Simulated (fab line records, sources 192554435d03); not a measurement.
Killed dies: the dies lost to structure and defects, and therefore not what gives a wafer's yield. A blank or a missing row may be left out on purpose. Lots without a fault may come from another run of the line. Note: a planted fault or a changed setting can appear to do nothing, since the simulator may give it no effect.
Chamber matching	flow n5-finfet	rie-diel-01 running N5_SD_EPI_P_ETCH_16: 4 sister chambers
The step etches SiO2 in CHF3/O2, target depth 5 nm. 4 wafers are shown with their chamber, then 8 later ones without.

== WAFERS PAIRED WITH THEIR CHAMBERS ==
wafer	chamber	throttle-valve-pct (%)
L082.1	3	18.87
L082.2	2	19.13
L082.5	0	18.46
L086.1	1	18.96

== WAFERS WITH NO CHAMBER GIVEN ==
wafer	throttle-valve-pct (%)
L086.2	19.17
L086.4	18.88
L091.1	19.17
L091.3	18.97
L091.6	18.47
L096.3	19.20
L096.5	18.53
L096.6	19.17

== WHICH CHAMBER EACH ONE RAN IN ==
wafer	from the rows above	in truth
L086.2	2	2
L086.4	can't be placed: 3 or 1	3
L091.1	2	2
L091.3	1	1
L091.6	0	0
L096.3	2	2
L096.5	0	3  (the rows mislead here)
L096.6	2	2
Placed correctly: 6 of 8. Cannot be placed on the basis of these rows: 1; the candidates contain the true chamber in 1. 1 placed wrongly.
How it was worked out, from the rows above alone: a wafer's distance from a chamber is the root of the sum, over the readings, of the square of ((its reading less the chamber's mean) divided by the reading's scatter). The wafer belongs to the nearest chamber; if the next one is less than 2 further off, it can't be placed. The mean given for a chamber averages the wafers shown for that chamber. The scatter (one wafer shown for each chamber): square how far every hidden wafer sits from the nearest shown wafer, average those squares and take the square root.
